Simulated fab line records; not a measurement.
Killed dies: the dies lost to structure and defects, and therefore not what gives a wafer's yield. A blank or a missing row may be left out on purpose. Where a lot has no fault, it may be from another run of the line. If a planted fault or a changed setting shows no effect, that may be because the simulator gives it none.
8D (eight disciplines) problem report, filled in by code ; flow n5-finfet ; the parts of the form that need people (team, actions taken, sign-off) are left out
Where a reading is given only as a bound, like >300, the bound stands for it, and a mean or a difference that rests on one is marked > or <: the true number lies beyond.

1. WHAT WENT WRONG
Mean of raw-defect-count at N5_WELL_APT_INSPECT_38: 474 across 9 wafers in 3 lots; on wafers with no fault it is 13 (standard deviation 5). Measured from the usual mean, that is +92 standard deviations.
The step: inspects for defects (darkfield).
First observed at day 3 11:34: wafer L729.2, on defect-inspect-02. At this step, 27 wafers from 9 lots have a number in the record. By rule, "out" or "out of limits" means more than 4 standard deviations away from the usual mean. The rest of the wafers with a number are treated as sound.

2. WHAT IT IS AND WHAT IT IS NOT
question;is;is not
which readings at this step;raw-defect-count;-
which lots;L729, L731, L732;L723, L725, L730, L741, L742, L744
which wafers of those lots;all that have a number;-
read on which gauges;defect-inspect-01, defect-inspect-02;-
when;from day 3 11:34;"up to then (6 sound wafers); but 12 sound wafers of L730, L741, L742, L744 came after"

3. WHAT RULES OUT EACH SUSPECT
Counting: any tool at a process step up to the reading is kept as a suspect provided that every lot that is out went through it and no sound lot did after the first of them.
- the gauge at N5_WELL_APT_INSPECT_38 is ruled out. 2 gauges (defect-inspect-01, defect-inspect-02) read the wafers that are out.
- wet-bench-05 at N5_WELL_APT_STRIP_33 (strips in SPM, time 900 s): ruled out as a lasting fault. Sound lots L744 ran on it after its first lot that is out, L729 (day 3 09:59).
Left after counting: nothing in the record.

4. THE CAUSE (what the simulator had put in)
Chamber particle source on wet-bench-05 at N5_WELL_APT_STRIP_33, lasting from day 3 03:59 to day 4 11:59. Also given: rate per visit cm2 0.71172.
It was ruled out by counting, in error; the rule expects a fault to strike all lots run on its tool from its start on, and this fault did not.

5. THE EFFECT CHAIN, in route order
Rows list readings where the struck wafers' mean (over those with a number) sits beyond 3 standard deviations from the usual. Readings are gone through only where the record gives a usual standard deviation; hours: the median, over the lots, of the time from a lot's start at the first step in this table giving one to that lot's start at this step; sigmas: the change measured in usual standard deviations.
hours;step;reading;usual;on struck wafers;change;sigmas
0;N5_WELL_APT_INSPECT_38;raw-defect-count;13;474;+461;+92
0;N5_PMOS_HMC_CHANNEL_EPI_INSPECT_11;raw-defect-count;2.0;>300;>+298;+99 or more
307;N5_PASSIVATION_PROBE_49;defect-limited-yield;91.3 %;84.8;-6.5;-4.7
307;N5_PASSIVATION_PROBE_49;killed-at-front-end;40;127;+87;+8.7
307;N5_PASSIVATION_PROBE_49;killed-dies;103;180;+77;+4.5
307;N5_PASSIVATION_PROBE_49;sort_bin_5_function;5.1 %;9.5;+4.4;+4.5
307;N5_PASSIVATION_PROBE_49;sort-n-pass;1077;1000;-77;-4.5
307;N5_PASSIVATION_PROBE_49;sort-yield-pct;91.2 %;84.8;-6.4;-4.6
Its process steps:
- N5_PASSIVATION_PROBE_49
Later steps that measure or inspect, where all struck wafers having a row at the step show a number for every such reading and not one has moved that far: N5_BEOL_M4_RC_MEAS_101.

6. WHAT WOULD HAVE CAUGHT IT SOONER
In this record the first reading out of limits at a measuring or inspecting step was taken at day 3 11:34, 8 hours after the fault began at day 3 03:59.
